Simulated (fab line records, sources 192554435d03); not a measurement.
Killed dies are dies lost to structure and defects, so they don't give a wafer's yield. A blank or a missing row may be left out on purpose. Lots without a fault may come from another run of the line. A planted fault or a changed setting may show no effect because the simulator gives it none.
fab line records | flow n5_finfet
record lots=7 wafers=39
route steps=1938 shown MOL_CONTACT_COAG@562 BEOL_M0_SAQP@672 BEOL_M5@1191 BEOL_M9@1417 BEOL_M11@1590 BEOL_M14@1762
start_h: hours from the record's first day to the start of the lot's first wafer shown | wait_h: hours since the lot's step before | " the same as in the row above | L1.1+2: a row that stands for several wafers | - no value, or no start given | * or withheld: withheld | < > ~ a bound
route shown NAME@n: a module of which the file shows steps, and the number in the route of the first | usual: mean/standard deviation of fault-free wafers | same: alike in all rows | chamber/n: place in a boat | sites: the reading at each site | _std_site: their standard deviation | _edge_site: outer sites' mean less inner sites' | radius_mm: how far each site lies from the wafer's centre | mask NAME#n: copy n | behind: the tool/chamber that last shaped the wafer | hold: why the lot was held/for how many hours/how that ended | device: the transistor (n, p or np) that didn't switch | end of line: the same wafers' tests at the end of the route | a step without rows: its recipe alone | killed: dies lost to structure and defects at the first sort, not the wafer's yield | map: a wafer's dies, x killed, . not, _ none there
set.NAME: the setting as run; set.NAME@STEP: as run at that earlier step | model.NAME: the simulator's own value behind a step, which no gauge read
lots whose settings were changed on purpose; a table a step, a row a wafer
## steps
# step N5_MOL_CONTACT_COAG_ALD_123
# recipe material=SiNx target_thk_a=50 temp_c=400 ald_precursor_family=SiH2I2 ald_co_reactant=N2/H2-plasma pulse_time_s=1 purge_time_s=2 co_reactant_purge_time_s=2 ald_cycles=100 pressure_torr=2
# columns lot.wafer tool chamber start_h wait_h set.ald_cycles model.SiNx_of_MOL_CONTACT_COAG_ALD_123.thk_nm
L080.1+3 ald_sin-02 1,0 136.00 0.0 42 2.2
L080.2 " 2 " " 42 2
L080.4+5+6 " 3,2,1 " " 100 5
L082.1+4+6 ald_sin-02 3,0,3 149.51 0.0 100 5
L082.2+3+5 " 1,2,2 " " 47 2.4
L084.1+4+6 ald_sin-01 1,0,0 160.38 0.2 81 4
L084.2+3+5 " 2,3,1 " " 100 5
L086.1+5+6 ald_sin-01 3,0,3 174.29 0.0 100 5
L094.1+2+4 ald_sin-02 0,2,2 213.92 0.0 135 6.8
L094.3+5+6 " 1,0,1 " " 100 5
L095.1+6 ald_sin-03 1 222.03 0.6 134 6.6
L095.2+4+5 " 0,3,2 " " 100 5
L095.3 " 2 " " 134 6.8
L096.1+2+3+4+5+6 ald_sin-01 3,0,1,3,0,1 232.12 0.0 100 5
# step N5_MOL_CONTACT_COAG_PECVD_31
# recipe material=SiO2 target_thk_a=460 temp_c=400 precursor=TEOS/O2 pressure_torr=6.5 rf_w=withheld teos_flow_sccm=withheld gas=O2 flow_sccm=2650 time_s=8.9
# step N5_MOL_CONTACT_COAG_COAT_75
# recipe resist=SOC temp_c=250 time_s=60 spin_rpm=1500 resist_thk_nm=60
# step N5_MOL_CONTACT_COAG_STRIP_120
# recipe chemistry=CHF3 resist=SiARC rf_frequency_hz=6e+07
# step N5_MOL_CONTACT_COAG_VIA_ETCH_117
# recipe chemistry=C4F6/O2 target_depth_a=400 overetch_a=80 mask_material=SOC target=SiO2 bias_w=455 pressure_mtorr=10 time_s=26 source_w=325 Ar_flow_sccm=300 C4F6_flow_sccm=10 O2_flow_sccm=10 ion_energy_ev=575.3 ends=end_point
# step N5_MOL_CONTACT_COAG_ETCH_124
# recipe chemistry=CH3F/O2 target=SiNx target_depth_a=65 mask_material=SOC stop_on=SiOC over_etch_frac=0.3 ion_energy_ev=120 pressure_mtorr=30 source_w=395 bias_w=73 Ar_flow_sccm=150 CH3F_flow_sccm=30 O2_flow_sccm=20 ends=end_point
# columns lot.wafer tool chamber start_h wait_h set.ald_cycles@MOL_CONTACT_COAG_ALD_123 model.etch.depth_nm
L080.1 rie_diel-04 3 139.02 0.0 42 2.128
L080.2 " 0 " " 42 2.096
L080.3 " 1 " " 42 2.109
L080.4 " 0 " " 100 5.01
L080.5 " 3 " " 100 5.008
L080.6 " 1 " " 100 4.992
L082.1 rie_diel-01 1 152.88 0.0 100 5.011
L082.2 " 0 " " 47 2.338
L082.3 " 3 " " 47 2.356
L082.4 " 2 " " 100 5.012
L082.5 " 3 " " 47 2.355
L082.6 " 0 " " 100 5.017
L084.1 rie_diel-06 0 163.82 0.0 81 4.042
L084.2 " 3 " " 100 5.01
L084.3 " 1 " " 100 4.985
L084.4 " 0 " " 81 4.051
L084.5 " 3 " " 100 5.006
L084.6 " 1 " " 81 4.034
L086.1 rie_diel-04 0 177.30 0.0 100 5.026
L086.5 " 0 " " 100 5.005
L086.6 " 3 " " 100 5.009
L094.1 rie_diel-01 2 217.00 0.0 135 6.449
L094.2 " 3 " " 135 6.456
L094.3 " 0 " " 100 4.988
L094.4 " 1 " " 135 6.491
L094.5 " 3 " " 100 5.01
L094.6 " 0 " " 100 4.99
L095.1 rie_diel-01 0 225.02 0.0 134 6.556
L095.2 " 1 " " 100 5.002
L095.3 " 3 " " 134 6.442
L095.4 " 2 " " 100 4.984
L095.5 " 3 " " 100 4.986
L095.6 " 2 " " 134 6.463
L096.1 rie_diel-01 3 235.17 0.0 100 5.011
L096.2 " 0 " " 100 5.035
L096.3 " 1 " " 100 5.03
L096.4 " 2 " " 100 5.016
L096.5 " 0 " " 100 5.026
L096.6 " 3 " " 100 4.996
# step N5_BEOL_M0_SAQP_ETCH_106
# recipe chemistry=N2/H2 target=SOC target_depth_a=1500 stop_on=SiNx ion_energy_ev=100 bias_w=61 pressure_mtorr=30 source_w=850 n2_flow_sccm=200 h2_flow_sccm=200
# columns lot.wafer tool chamber start_h wait_h set.target_depth_a model.SOC_of_BEOL_M0_SAQP_COAT_105.thk_nm
L080.1+2+5 rie_diel-02 3,2,2 149.86 - 2211 0
L080.3 " 1 " " 1500 23.2
L080.4 " 0 " " 1500 23
L080.6 " 3 " " 1500 23.6
L082.1 rie_diel-05 0 164.30 - 1500 23.8
L082.2+5 " 2,0 " " 1500 24
L082.3+4+6 " 3,1,3 " " 2208 0
L084.1+4 rie_diel-02 0,1 171.95 - 1500 24
L084.2 " 3 " " 1500 24.4
L084.3+5+6 " 2,2,3 " " 2211 0
L086.1 rie_diel-02 0 189.56 - 1500 23
L086.5 " 2 " " 1500 22.4
L086.6 " 3 " " 1500 24
L094.1 rie_diel-05 3 229.25 - 1500 24.2
L094.2 " 0 " " 1500 24.4
L094.3 " 1 " " 1500 26
L094.4 " 2 " " 1500 24.8
L094.5 " 2 " " 1500 25
L094.6 " 3 " " 1500 23.8
L095.1 rie_diel-03 1 232.97 - 1500 23.8
L095.2 " 2 " " 1764 9.2
L095.3 " 3 " " 1764 12.2
L095.4 " 0 " " 1500 24
L095.5 " 0 " " 1764 10.8
L095.6 " 3 " " 1500 26
L096.1 rie_diel-05 1 243.73 - 986.9 51
L096.2 " 2 " " 986.9 49.6
L096.3 " 3 " " 1500 23.4
L096.4 " 2 " " 986.9 50
L096.5 " 3 " " 1500 23.6
L096.6 " 1 " " 1500 25.2
# step N5_BEOL_M0_SAQP_ETCH_107
# recipe chemistry=CH3F/O2 target=SiNx target_depth_a=300 mask_material=SOC pressure_mtorr=30 source_w=395 bias_w=73 Ar_flow_sccm=150 CH3F_flow_sccm=30 O2_flow_sccm=20 ion_energy_ev=120
# columns lot.wafer tool chamber start_h wait_h set.target_depth_a@BEOL_M0_SAQP_ETCH_106 model.SOC_of_BEOL_M0_SAQP_COAT_105.thk_nm
L080.1+2+5 rie_diel-02 3,2,2 149.92 0.0 2211 0
L080.3 " 1 " " 1500 12
L080.4 " 0 " " 1500 11.8
L080.6 " 3 " " 1500 12.6
L082.1 rie_diel-05 0 164.36 0.0 1500 13
L082.2+5 " 2,0 " " 1500 13.2
L082.3+4+6 " 3,1,3 " " 2208 0
L084.1 rie_diel-02 0 172.01 0.0 1500 12.8
L084.2 " 3 " " 1500 13.6
L084.3+5+6 " 2,2,3 " " 2211 0
L084.4 " 1 " " 1500 13
L086.1 rie_diel-02 0 189.62 0.0 1500 12.2
L086.5 " 2 " " 1500 11.6
L086.6 " 3 " " 1500 13.2
L094.1 rie_diel-05 3 229.31 0.0 1500 13.2
L094.2 " 0 " " 1500 13.6
L094.3 " 1 " " 1500 15.4
L094.4 " 2 " " 1500 13.8
L094.5 " 2 " " 1500 14
L094.6 " 3 " " 1500 12.6
L095.1 rie_diel-03 1 233.03 0.0 1500 12.8
L095.2+5 " 2,0 " " 1764 0
L095.3 " 3 " " 1764 1.4
L095.4 " 0 " " 1500 13
L095.6 " 3 " " 1500 15.2
L096.1 rie_diel-05 1 243.79 0.0 986.9 40.4
L096.2 " 2 " " 986.9 38.8
L096.3 " 3 " " 1500 12.4
L096.4 " 2 " " 986.9 39.2
L096.5 " 3 " " 1500 12.6
L096.6 " 1 " " 1500 14.6
# step N5_BEOL_M5_DEP_56
# recipe material=SiCN target_thk_a=80 temp_c=withheld precursor=3MS/NH3 pressure_torr=3 rf_w=202 time_s=14
# columns lot.wafer tool chamber start_h wait_h set.target_thk_a model.SiCN_of_BEOL_M5_DEP_56.thk_nm
L080.1+2+5 pecvd-01 2,0,0 219.80 0.0 80 7.8
L080.3+4+6 " 1,1,2 " " 80 8
L082.1 pecvd-02 0 227.86 0.0 80 7.8
L082.2+6 " 1,0 " " 43.85 4.4
L082.3 " 0 " " 80 8.2
L082.4 " 1 " " 43.85 4.6
L082.5 " 1 " " 80 8
L084.1 pecvd-02 1 242.55 0.0 80 7.8
L084.2+5 " 2,1 " " 80 8
L084.3 " 0 " " 125.6 12.4
L084.4 " 2 " " 125.6 12.8
L084.6 " 0 " " 125.6 12.6
L086.1+5+6 pecvd-02 2,1,0 249.81 0.0 80 8
L094.1+2+4 pecvd-02 0,1,1 296.63 0.0 80 8
L094.3+5+6 " 0,1,0 " " 80 8.2
L096.1+3 pecvd-01 0,2 309.26 0.0 125.6 12.4
L096.2 " 1 " " 80 7.8
L096.4 " 1 " " 125.6 12.6
L096.5 " 2 " " 80 8
L096.6 " 0 " " 80 7.6
L095.1+2+6 pecvd-03 2,0,2 316.82 0.0 80 8
L095.3 " 1 " " 61.4 6
L095.4 " 0 " " 61.4 6.4
L095.5 " 1 " " 61.4 6.2
# step N5_BEOL_M9_DESCUM_16
# recipe chemistry=O2 time_s=7.9 source_power_w=50 bias_power_w=20 pressure_mtorr=20 rf_frequency_hz=2.712e+07 temp_c=40 resist=CAR-ArF o2_flow_sccm=225
# columns lot.wafer tool chamber start_h wait_h set.time_s model.CAR-ArF_of_BEOL_M9_COAT_05.thk_nm
L080.1 rie_diel-05 2 250.20 0.3 6.561 84.4
L080.2+4 " 1,2 " " 6.561 84.8
L080.3 " 3 " " 7.9 84
L080.5 " 3 " " 7.9 83.8
L080.6 " 1 " " 7.9 83.6
L082.1+4 rie_diel-03 0,1 253.32 0.8 9.616 82.6
L082.2 " 1 " " 7.9 83.6
L082.3 " 3 " " 7.9 83.4
L082.5 " 0 " " 9.616 82.4
L082.6 " 3 " " 7.9 83.8
L084.1+6 rie_diel-03 0,2 268.99 0.1 11.17 81.8
L084.2 " 3 " " 11.17 81.6
L084.3 " 2 " " 7.9 83.6
L084.4 " 1 " " 7.9 84
L084.5 " 3 " " 7.9 83.8
L086.1+5+6 rie_diel-05 3,0,3 277.45 0.5 7.9 83.4
L094.1+3+4+6 rie_diel-02 2,1,3,0 325.60 0.0 7.9 83.6
L094.2 " 0 " " 7.9 83.4
L094.5 " 3 " " 7.9 83.8
L096.1+4+5 rie_diel-05 1,0,1 336.90 0.0 7.9 83.6
L096.2+3+6 " 3,2,0 " " 11.4 81.4
L095.1+3+4 rie_diel-02 3,0,2 349.93 0.0 7.9 83.8
L095.2+5+6 " 1,0,3 " " 7.9 83.6
# step N5_BEOL_M11_ALD_74
# recipe material=TaN target_thk_a=20 temp_c=275 ald_precursor_family=PDMAT ald_co_reactant=NH3 pressure_torr=3 carrier_flow_sccm=1500 pulse_time_s=2 purge_time_s=3 co_reactant_purge_time_s=2 co_reactant_pulse_time_s=3 ald_cycles=40 precursor_vessel_temp_c=75 precursor_vessel_pressure_torr=26.25 precursor_vessel_carrier_sccm=1000
# columns lot.wafer tool chamber start_h wait_h set.ald_cycles model.TaN_of_BEOL_M11_ALD_74.thk_nm
L080.1 ald_metal-03 1 270.88 0.0 54 2.8
L080.2+3+5 " 0,2,1 " " 40 2
L080.4+6 " 3,0 " " 54 2.6
L082.1+5 ald_metal-02 1,0 274.27 0.0 54 2.6
L082.2 " 2 " " 54 2.8
L082.3+4+6 " 3,0,3 " " 40 2
L084.1+4+6 ald_metal-01 0,2,1 287.69 0.1 40 2
L084.2+3+5 " 1,2,0 " " 52 2.6
L086.1+5+6 ald_metal-01 0,0,2 295.67 0.0 40 2
L094.1+2+3+4+5+6 ald_metal-01 2,1,3,0,2,1 344.57 0.1 40 2
L096.1+2+5 ald_metal-03 2,1,0 360.63 0.0 63 3.2
L096.3+4+6 " 0,1,2 " " 40 2
L095.1+2+3+4+5+6 ald_metal-02 2,0,3,1,1,2 369.71 0.0 40 2
# step N5_BEOL_M14_SPUTTER_43
# recipe material=TaN target_thk_a=150 temp_c=50 bias_v=168.6 power_w=15000 chamber_pressure_pa=0.12 time_s=24.19
# columns lot.wafer tool chamber start_h wait_h set.time_s model.TaN_of_BEOL_M14_SPUTTER_43.thk_nm
L080.1+3 pvd_sputter-01 - 287.23 0.0 19.9 12.2
L080.2+4+6 " - " " 24.19 15.2
L080.5 " - " " 19.9 12.4
L082.1 pvd_sputter-01 - 291.26 0.0 24.19 15
L082.2+5 " - " " 32.05 20
L082.3 " - " " 32.05 20.2
L082.4+6 " - " " 24.19 15.2
L084.1+2 pvd_sputter-01 - 307.61 0.0 24.19 14.6
L084.3 " - " " 24.19 14.8
L084.4 " - " " 36.18 22.4
L084.5+6 " - " " 36.18 22.2
L086.1+5+6 pvd_sputter-02 - 314.06 0.0 24.19 15
L094.1+3 pvd_sputter-02 - 367.63 0.0 24.19 14.8
L094.2 " - " " 24.19 15
L094.4+6 " - " " 17.61 11
L094.5 " - " " 17.61 10.8
L096.1+4+6 pvd_sputter-02 - 377.51 0.0 24.19 15
L096.2+3 " - " " 34.84 21.6
L096.5 " - " " 34.84 21.8
L095.1+3+4+6 pvd_sputter-03 - 390.27 0.0 24.19 15
L095.2+5 " - " " 24.19 15.2
# step N5_BEOL_M14_SPUTTER_44
# recipe material=Ta target_thk_a=150 temp_c=50 bias_v=80 power_w=15000 chamber_pressure_pa=0.07 time_s=24.19
# step N5_BEOL_M14_SPUTTER_45
# recipe material=Cu target_thk_a=1000 temp_c=-20 bias_v=60 power_w=26000 chamber_pressure_pa=0.13 time_s=16.67
# step N5_BEOL_M14_ECD_47
# recipe material=Cu target_thk_a=12480
# step N5_BEOL_M14_ANNEAL_48
# recipe temp_c=225 time_s=90 ambient=N2
# step N5_BEOL_M14_CMP_49
# recipe stop_on=SiO2 t_overpolish_s=5.2 down_force_psi=2 platen_rpm=80 clearing_platen_down_force_psi=2 clearing_platen_rpm=80 post_cmp_clean=cu_alkaline target_thk_nm=560 clearing_platen_pad_velocity_m_s=1.5917 pad_velocity_m_s=1.5917
# usual barrier_field_endpoint_s=11.36/0.23
# columns lot.wafer tool chamber start_h wait_h set.time_s@BEOL_M14_SPUTTER_43 barrier_field_endpoint_s
L080.2 cmp-02 1 288.00 0.2 24.19 11.42
L080.4 " 2 " " 24.19 11.42
L080.1 " 3 " " 19.9 10.18
L080.3 " 0 " " 19.9 10.53
L080.5 " 1 " " 19.9 10.34
L080.6 " 2 " " 24.19 11.56
L082.3 cmp-04 1 292.03 0.2 32.05 13.05
L082.1 " 2 " " 24.19 11.22
L082.2 " 3 " " 32.05 13.06
L082.4 " 0 " " 24.19 11.52
L082.6 " 1 " " 24.19 11.05
L082.5 " 2 " " 32.05 12.55
L084.3 cmp-03 2 308.37 0.2 24.19 11.26
L084.1 " 3 " " 24.19 11.47
L084.4 " 0 " " 36.18 14.10
L084.2 " 1 " " 24.19 11.33
L084.5 " 2 " " 36.18 13.95
L084.6 " 3 " " 36.18 14.36
L086.1 cmp-02 2 314.83 0.3 24.19 11.34
L086.5 " 2 " " 24.19 11.35
L086.6 " 3 " " 24.19 11.42
L094.4 cmp-03 2 368.41 0.1 17.61 9.82
L094.3 " 3 " " 24.19 11.26
L094.1 " 0 " " 24.19 11.20
L094.2 " 1 " " 24.19 11.13
L094.6 " 2 " " 17.61 9.86
L094.5 " 3 " " 17.61 9.82
L096.4 cmp-04 1 378.28 0.1 24.19 11.34
L096.2 " 2 " " 34.84 14.08
L096.3 " 3 " " 34.84 14.27
L096.1 " 0 " " 24.19 11.86
L096.5 " 1 " " 34.84 14.51
L096.6 " 2 " " 24.19 11.47
L095.3 cmp-04 1 391.03 0.2 24.19 11.66
L095.4 " 2 " " 24.19 11.10
L095.2 " 3 " " 24.19 11.23
L095.1 " 0 " " 24.19 11.30
L095.5 " 1 " " 24.19 11.58
L095.6 " 2 " " 24.19 11.49
## key
split step=N5_MOL_CONTACT_COAG_ALD_123 setting=ald_cycles stated=100 by=wafer
response step=N5_MOL_CONTACT_COAG_ALD_123 reading=model.SiNx_of_MOL_CONTACT_COAG_ALD_123.thk_nm change=+0.0497 per=1% r=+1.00
response step=N5_MOL_CONTACT_COAG_ETCH_124 reading=model.etch.depth_nm change=+0.0482 per=1% r=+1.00
split step=N5_BEOL_M0_SAQP_ETCH_106 setting=target_depth_a stated=1500 by=wafer
response step=N5_BEOL_M0_SAQP_ETCH_106 reading=model.SOC_of_BEOL_M0_SAQP_COAT_105.thk_nm change=-0.55 per=1% r=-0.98
response step=N5_BEOL_M0_SAQP_ETCH_107 reading=model.SOC_of_BEOL_M0_SAQP_COAT_105.thk_nm shape=bent at_lowest=39.47 at_stated=13.14 at_highest=0
split step=N5_BEOL_M5_DEP_56 setting=target_thk_a stated=80 by=wafer
response step=N5_BEOL_M5_DEP_56 reading=model.SiCN_of_BEOL_M5_DEP_56.thk_nm change=+0.0808 per=1% r=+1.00
split step=N5_BEOL_M9_DESCUM_16 setting=time_s stated=7.9 by=wafer
response step=N5_BEOL_M9_DESCUM_16 reading=model.CAR-ArF_of_BEOL_M9_COAT_05.thk_nm change=-0.0498 per=1% r=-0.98
split step=N5_BEOL_M11_ALD_74 setting=ald_cycles stated=40 by=wafer
response step=N5_BEOL_M11_ALD_74 reading=model.TaN_of_BEOL_M11_ALD_74.thk_nm change=+0.0201 per=1% r=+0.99
split step=N5_BEOL_M14_SPUTTER_43 setting=time_s stated=24.19 by=wafer
response step=N5_BEOL_M14_SPUTTER_43 reading=model.TaN_of_BEOL_M14_SPUTTER_43.thk_nm change=+0.152 per=1% r=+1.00
response step=N5_BEOL_M14_CMP_49 reading=barrier_field_endpoint_s change=+0.0566 per=1% r=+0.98
